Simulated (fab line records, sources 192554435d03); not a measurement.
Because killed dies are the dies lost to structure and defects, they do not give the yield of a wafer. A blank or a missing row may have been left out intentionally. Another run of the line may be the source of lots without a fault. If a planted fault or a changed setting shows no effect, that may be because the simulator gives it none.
Chamber matching + flow n5-finfet + rie-diel-06 running N5_BEOL_M1_ETCH_69: 4 sister chambers
The step etches SiARC in CF4, target depth 15.6 nm, time 26 s. 4 wafers are shown with their chamber, then 10 later ones without.

WAFERS, EACH WITH ITS CHAMBER
| wafer  | chamber | throttle-valve-pct (%) |
|--------|---------|------------------------|
| L081.5 | 1       | 15.86                  |
| L082.4 | 3       | 15.69                  |
| L083.1 | 2       | 15.62                  |
| L083.3 | 0       | 15.35                  |

WAFERS WITH NO CHAMBER GIVEN
| wafer  | throttle-valve-pct (%) |
|--------|------------------------|
| L083.5 | 15.64                  |
| L089.1 | 15.65                  |
| L089.5 | 15.65                  |
| L089.6 | 15.71                  |
| L093.2 | 15.37                  |
| L093.3 | 15.72                  |
| L093.4 | 15.66                  |
| L096.1 | 15.91                  |
| L096.2 | 15.39                  |
| L096.4 | 15.66                  |

THE CHAMBER EACH PASSED THROUGH
| wafer  | from the rows above     | in truth |
|--------|-------------------------|----------|
| L083.5 | can't be placed: 2 or 3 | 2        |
| L089.1 | can't be placed: 2 or 3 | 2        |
| L089.5 | can't be placed: 2 or 3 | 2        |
| L089.6 | 3                       | 3        |
| L093.2 | 0                       | 0        |
| L093.3 | 3                       | 3        |
| L093.4 | can't be placed: 3 or 2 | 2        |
| L096.1 | 1                       | 1        |
| L096.2 | 0                       | 0        |
| L096.4 | can't be placed: 3 or 2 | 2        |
5 of 10 placed correctly. Can't be placed from these rows: 5 (the true chamber is among the candidates in 5). 0 placed wrongly.
How it was worked out, from the rows above alone: a wafer's distance from a chamber is the root of the sum, over the readings, of the square of ((its reading less the chamber's mean) divided by the reading's scatter). If the next closest chamber is less than 2 further off than the closest, the wafer can't be placed; otherwise it belongs to the closest. A chamber's mean is the mean of its shown wafers. The scatter (one wafer shown for each chamber): square how far every hidden wafer sits from the nearest shown wafer, average those squares and take the square root.
